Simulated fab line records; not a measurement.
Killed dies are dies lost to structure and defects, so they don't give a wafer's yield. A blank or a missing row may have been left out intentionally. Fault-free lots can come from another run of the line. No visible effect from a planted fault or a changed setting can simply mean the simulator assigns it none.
fab line records | flow nandHarc
record: lots: 7 | wafers: 21 | lastDay: 24
route steps=1159 shown A_CONTACT@959 A_BLC@964
lots untouched by any fault: they come from a run of this same line in which no faults occurred
startH: start of the lot's first displayed wafer, in hours after the record's first day | waitH: hours since the lot's step before | " identical to the entry in the row above | L1.1+2: several wafers, shown together as one row | - no value present, or no start provided | * or withheld: withheld | < > ~ a bound
route shown NAME@n: names a module that has steps shown in the file, with the first one's number in the route | usual: the fault-free wafers' mean and standard deviation | same: alike in all rows | chamber/n: place in a boat | sites: per-site readings | _std_site: standard deviation across them | _edge_site: mean of outer sites minus mean of inner sites | radiusMm: how far each site lies from the wafer's centre | mask NAME#n: copy n | behind: the most recent tool/chamber to have shaped the wafer | hold: why the lot went on hold/how many hours it stayed there/how the hold came to an end | device: the transistor (n, p or np) that didn't switch | end of line: the same wafers' tests at the end of the route | for a step that has no rows: nothing shown but its recipe | killed: dies lost to structure and defects at the first sort, not the wafer's yield | map: the dies of a wafer, with x for killed, . for not killed, _ for no die there
set.NAME: the setting as run; set.NAME@STEP: as run at that earlier step | model.NAME: the simulator's own value behind a step, which no gauge read
lots at selected steps of the route; one table per step, one row per wafer
services: when a tool's chamber went out of use (startH, in hours from the record's first day, below 0 if earlier), for how many hours, and the reason
== steps ==
step: NHARC_A_CONTACT_CVD_19
recipe: targetThkA: 3000 | tempC: 300 | pressureTorr: 40 | wf6FlowSccm: 40 | h2FlowSccm: 1600 | arFlowSccm: 1560 | timeS: 802 | material: W
usual: heaterPowerW: 479/38 | throttleValvePct: 8.04/0.27
same: timeS: 802
lot.wafer | tool    | chamber | startH | waitH | heaterPowerW | sinceWetCleanH | throttleValvePct
L361.2    | cvdW-02 | 0       | -      | -     | 484          | 8              | 7.38
L361.5    | "       | 0       | "      | "     | 482          | -              | 7.56
L361.6    | "       | 1       | "      | "     | 544          | -              | 7.99
L363.1    | cvdW-01 | 1       | -      | -     | 442          | 114            | 8.05
L363.4    | "       | 0       | "      | "     | 506          | -              | 8.18
L363.3    | "       | 1       | "      | "     | 430          | -              | 7.90
L365.1    | cvdW-01 | 1       | -      | -     | 432          | 126            | 7.77
L365.4    | "       | 0       | "      | "     | 499          | -              | 8.06
L365.6    | "       | 1       | "      | "     | 448          | -              | 8.19
L368.2    | cvdW-02 | 1       | -      | -     | 544          | 52             | 8.01
L368.4    | "       | 0       | "      | "     | 492          | -              | 7.79
L368.5    | "       | 0       | "      | "     | 476          | -              | 7.87
L367.3    | cvdW-01 | 1       | -      | -     | 440          | -              | 8.10
L367.4    | "       | 0       | "      | "     | 493          | -              | 8.28
L367.5    | "       | 1       | "      | "     | 444          | -              | 8.36
L374.2    | cvdW-01 | 1       | -      | -     | 415          | 8              | 8.25
L374.6    | "       | 1       | "      | "     | 425          | -              | 8.21
L374.5    | "       | 0       | "      | "     | 487          | -              | 8.33
L379.2    | cvdW-01 | 1       | -      | -     | 418          | 32             | 7.88
L379.3    | "       | 0       | "      | "     | 486          | -              | 8.49
L379.4    | "       | 1       | "      | "     | 422          | -              | 8.16
step: NHARC_A_CONTACT_CMP_20
recipe: tOverpolishS: 30 | targetThkNm: 300
usual: motorCurrentA: 12.4/1.4 | overpolishRunS: 30.001/0.0089 | padLifeWafers: 276/130 | timeToEndpointS: 59.5/2.8
lot.wafer | tool   | chamber | startH | waitH | motorCurrentA | overpolishRunS | padLifeWafers | timeToEndpointS
L361.2    | cmp-03 | 1       | 402.04 | 0.8   | 13.6          | 30.003         | 265           | 62.6
L361.5    | "      | 0       | "      | "     | 14.6          | 29.999         | -             | 57.5
L361.6    | "      | 1       | "      | "     | 13.7          | 30.010         | -             | 60.5
L363.1    | cmp-03 | 2       | 421.32 | 0.7   | 14.0          | 30.009         | 408           | 62.3
L363.4    | "      | 3       | "      | "     | 11.8          | 30.012         | 409           | 63.4
L363.3    | "      | 0       | "      | "     | 14.3          | 29.988         | 410           | 59.0
L365.1    | cmp-03 | 0       | 432.90 | 0.7   | 14.2          | 30.001         | 493           | 56.5
L365.4    | "      | 1       | "      | "     | 13.9          | 30.014         | 494           | 61.5
L365.6    | "      | 0       | "      | "     | 14.6          | 29.996         | -             | 55.3
L368.4    | cmp-02 | 3       | 445.70 | 0.4   | 10.7          | 30.002         | 91            | 60.2
L368.2    | "      | 0       | "      | "     | 10.1          | 30.007         | 92            | 63.5
L368.5    | "      | 2       | "      | "     | 13.7          | 29.997         | -             | 62.5
L367.4    | cmp-04 | 3       | 449.09 | 0.4   | 13.7          | 29.998         | 241           | 57.0
L367.3    | "      | 0       | "      | "     | 10.9          | 30.002         | 242           | 56.6
L367.5    | "      | 3       | "      | "     | 13.1          | 29.999         | -             | 55.4
L374.2    | cmp-03 | 2       | 497.46 | 0.8   | 14.0          | 29.997         | 259           | 60.9
L374.5    | "      | 1       | "      | "     | 13.2          | 30.000         | -             | 66.7
L374.6    | "      | 2       | "      | "     | 14.0          | 29.988         | -             | 59.4
L379.2    | cmp-04 | 1       | 520.64 | 0.7   | 10.8          | 29.997         | 96            | 60.4
L379.3    | "      | 3       | "      | "     | 13.8          | 30.002         | 98            | 59.2
L379.4    | "      | 0       | "      | "     | 10.5          | 30.008         | 99            | 58.7
step: NHARC_A_CONTACT_SRD_22
step: NHARC_A_CONTACT_INSPECT_23
usual: rawDefectCount: 439/110
lot.wafer | tool             | chamber | startH | waitH | rawDefectCount
L361.2    | defectInspect-02 | -       | 402.42 | 0.1   | 385
L361.5    | "                | -       | "      | "     | 593
L361.6    | "                | -       | "      | "     | 415
L363.1    | defectInspect-01 | -       | 421.73 | 0.1   | 456
L363.3    | "                | -       | "      | "     | 441
L363.4    | "                | -       | "      | "     | 325
L365.1    | defectInspect-01 | -       | 433.27 | 0.1   | 480
L365.4    | "                | -       | "      | "     | 444
L365.6    | "                | -       | "      | "     | 513
L368.2    | defectInspect-01 | -       | 446.08 | 0.1   | 503
L368.4    | "                | -       | "      | "     | 880
L368.5    | "                | -       | "      | "     | 499
L367.3    | defectInspect-01 | -       | 449.46 | 0.1   | 326
L367.4    | "                | -       | "      | "     | 405
L367.5    | "                | -       | "      | "     | 344
L374.2    | defectInspect-02 | -       | 497.84 | 0.1   | 611
L374.5    | "                | -       | "      | "     | 437
L374.6    | "                | -       | "      | "     | 332
L379.2    | defectInspect-02 | -       | 521.04 | 0.1   | 410
L379.3    | "                | -       | "      | "     | 318
L379.4    | "                | -       | "      | "     | 421
step: NHARC_A_BLC_DEHYDRATE_00
recipe: tempC: 150 | timeS: 120
step: NHARC_A_BLC_HMDS_01
recipe: timeS: 30
step: NHARC_A_BLC_COAT_02
recipe: tempC: 260 | timeS: 75
step: NHARC_A_BLC_COAT_03
recipe: tempC: 225 | timeS: 65
step: NHARC_A_BLC_COAT_04
recipe: spinRpm: 1500 | resistThkNm: 90
step: NHARC_A_BLC_SOFTBAKE_05
recipe: tempC: 105 | timeS: 55
step: NHARC_A_BLC_EBR_06
step: NHARC_A_BLC_EXPOSE_07
recipe: na: 1.35 | targetCdNm: 100 | doseMj: 67.97 | maskId: A_BLC
usual: exposureDoseMJCm2: 68.5/0.7 | focusOffsetNm: -0.1/0.59 | reticleTempC: 23.00/0.11
lot.wafer | tool           | chamber | startH | waitH | mask    | exposureDoseMJCm2 | focusOffsetNm | reticleTempC
L361.2    | arfiScanner-01 | 0       | 402.66 | -     | A_BLC#0 | 69.3              | 1.0           | 22.96
L361.5    | "              | 0       | "      | "     | A_BLC#0 | 69.3              | -0.2          | 22.91
L361.6    | "              | 0       | "      | "     | A_BLC#0 | 69.4              | 0.4           | 22.87
L363.1    | arfiScanner-03 | 0       | 422.10 | -     | A_BLC#0 | 67.9              | -0.3          | 22.97
L363.3    | "              | 0       | "      | "     | A_BLC#0 | 67.8              | -0.8          | 22.95
L363.4    | "              | 0       | "      | "     | A_BLC#0 | 67.8              | 0.1           | 22.90
L365.1    | arfiScanner-02 | -       | 433.52 | -     | A_BLC#0 | -                 | -             | -
L365.4    | "              | -       | "      | "     | A_BLC#0 | -                 | -             | -
L365.6    | "              | -       | "      | "     | A_BLC#0 | -                 | -             | -
L368.2    | arfiScanner-01 | -       | 446.45 | -     | A_BLC#0 | -                 | -             | -
L368.4    | "              | -       | "      | "     | A_BLC#0 | -                 | -             | -
L368.5    | "              | -       | "      | "     | A_BLC#0 | -                 | -             | -
L367.3    | arfiScanner-03 | -       | 449.84 | -     | A_BLC#0 | -                 | -             | -
L367.4    | "              | -       | "      | "     | A_BLC#0 | -                 | -             | -
L367.5    | "              | -       | "      | "     | A_BLC#0 | -                 | -             | -
L374.2    | arfiScanner-03 | 0       | 498.21 | -     | A_BLC#0 | 67.9              | 0.0           | 23.03
L374.5    | "              | 0       | "      | "     | A_BLC#0 | 67.8              | 0.2           | 23.14
L374.6    | "              | 0       | "      | "     | A_BLC#0 | 67.8              | -0.2          | 23.11
L379.2    | arfiScanner-01 | 0       | 521.41 | -     | A_BLC#0 | 69.3              | -1.2          | 23.15
L379.3    | "              | 0       | "      | "     | A_BLC#0 | 69.3              | 0.6           | 23.16
L379.4    | "              | 0       | "      | "     | A_BLC#0 | 69.3              | -0.1          | 23.13
step: NHARC_A_BLC_PEB_08
recipe: pebTempC: 100 | pebTimeS: 65
== services ==
tool           | chamber | startH | hours | kind
cvdW-02        | -       | 379.78 | 13.0  | pm
arfiScanner-01 | -       | 382.60 | 4.0   | pm
cmp-02         | -       | 394.81 | 0.8   | repair
cmp-04         | -       | 400.22 | 4.0   | pm
cmp-02         | -       | 422.61 | 4.0   | pm
arfiScanner-02 | -       | 428.00 | 4.0   | pm
cmp-04         | -       | 428.33 | 0.9   | repair
cmp-02         | -       | 432.13 | 1.4   | repair
cmp-02         | -       | 447.48 | 0.7   | repair
cmp-03         | -       | 451.17 | 4.0   | pm
cmp-03         | -       | 455.17 | -     | consumableReplace:conditioner
cmp-02         | -       | 468.59 | 2.0   | repair
arfiScanner-02 | -       | 470.15 | 0.4   | repair
cvdW-01        | -       | 475.36 | 13.0  | pm
cvdW-01        | 0       | 475.36 | 13.0  | ventCycle
cvdW-01        | 1       | 475.36 | 13.0  | ventCycle
arfiScanner-03 | -       | 484.02 | 4.0   | pm
cvdW-01        | 0       | 488.36 | -     | clean
cvdW-01        | 1       | 488.36 | -     | clean
arfiScanner-02 | -       | 493.82 | 0.5   | repair
cmp-02         | -       | 495.48 | 3.9   | repair
cmp-04         | -       | 498.31 | 4.0   | pm
cmp-04         | -       | 517.59 | 1.8   | repair
cmp-02         | -       | 520.61 | 4.0   | pm
== key ==
firstSign: step: NHARC_A_BLC_EXPOSE_07 | reading: toolRecord | direction: missing
effect none on later readings
metAt NHARC_A_BLC_EXPOSE_07
struckWafers L365.1,L365.4,L365.6,L367.3,L367.4,L367.5,L368.2,L368.4,L368.5
laterRowsLeftOut L365.1,L365.4,L365.6,L367.3,L367.4,L367.5,L368.2,L368.4,L368.5
sortLeftOut L365.1,L365.4,L365.6,L367.3,L367.4,L367.5,L368.2,L368.4,L368.5
testerLeftOut L365,L367,L368
onsetBetween 422.10 433.52
earlierFault: kind: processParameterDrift | tool: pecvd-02 | chamber: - | onsetH: 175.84 | steps: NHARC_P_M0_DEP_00 | channel: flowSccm | offset: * | shape: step | endH: 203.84 | actsIn: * | stated: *
fault: kind: skippedStepWhole | tool: arfiScanner-01,arfiScanner-02,arfiScanner-03 | chamber: - | onsetH: 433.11 | steps: NHARC_A_BLC_EXPOSE_07 | scope: struckLotsOnly
testerLeftOut: of these lots the tester's yield and bins aren't shown, on N5 and GAA mostly nor the transistor test; their killed dies are dies lost to structure and defects alone, not to doping, threshold or leakage, so they don't give the yield
sortLeftOut: the simulated sort isn't trusted on such a fault, so these wafers' sort isn't shown, and their yield isn't known
laterRowsLeftOut: the simulator's readings of these wafers behind a module that went badly wrong aren't trusted and aren't shown, but for the sort
